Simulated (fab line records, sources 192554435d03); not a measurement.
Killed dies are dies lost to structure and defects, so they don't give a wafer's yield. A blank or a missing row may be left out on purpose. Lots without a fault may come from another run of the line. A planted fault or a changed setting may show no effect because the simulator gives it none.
Chamber matching | flow n5_finfet | N5_ILD0_CMP_03 on cmp-04: 4 sister chambers
The step polishes, stops on SiNx, t overpolish 1.9 s, target thk 197.38 nm. 8 wafers are shown with their chamber, then 11 later ones without.

WAFERS WITH THEIR CHAMBER
wafer  | chamber | motor_current_A (A) | time_to_endpoint_s (s)
L083.5 | 1       | 14.2                | 63
L084.2 | 3       | 12.8                | 68
L084.3 | 1       | 14.6                | 67
L084.5 | 2       | 13.1                | 64
L085.3 | 0       | 10.6                | 64
L085.4 | 2       | 13.3                | 64
L085.6 | 3       | 13.2                | 70
L087.1 | 0       | 10.2                | 65

WAFERS WITHOUT THEIR CHAMBER
wafer  | motor_current_A (A) | time_to_endpoint_s (s)
L087.3 | 12.9                | 69
L087.6 | 10.4                | 67
L090.1 | 12.7                | 67
L090.2 | 10.3                | 63
L090.5 | 14.9                | 64
L092.2 | 13.4                | 70
L092.5 | 13.1                | 75
L092.6 | 13.5                | 70
L097.2 | 14.1                | 67
L097.5 | 11.2                | 66
L097.6 | 14.1                | 68

WHICH CHAMBER EACH WENT THROUGH
wafer  | from the rows above     | in truth
L087.3 | 3                       | 3
L087.6 | 0                       | 0
L090.1 | can't be placed: 3 or 2 | 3
L090.2 | 0                       | 0
L090.5 | 1                       | 1
L092.2 | 3                       | 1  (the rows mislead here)
L092.5 | 3                       | 3
L092.6 | can't be placed: 3 or 2 | 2
L097.2 | 1                       | 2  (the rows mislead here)
L097.5 | 0                       | 0
L097.6 | 1                       | 1
Placed correctly: 7 of 11. Can't be placed from these rows: 2 (the true chamber is among the candidates in 2). Placed wrongly: 2.
How it was worked out, from the rows above alone: a wafer's distance from a chamber is the root of the sum, over the readings, of the square of ((its reading less the chamber's mean) divided by the reading's scatter). The wafer belongs to the nearest chamber; if the next one is less than 2 further off, it can't be placed. A chamber's mean is the mean of its shown wafers. The scatter: the root of (the sum of the squares of (reading less its chamber's mean) over the shown wafers, divided by (wafers less chambers)).
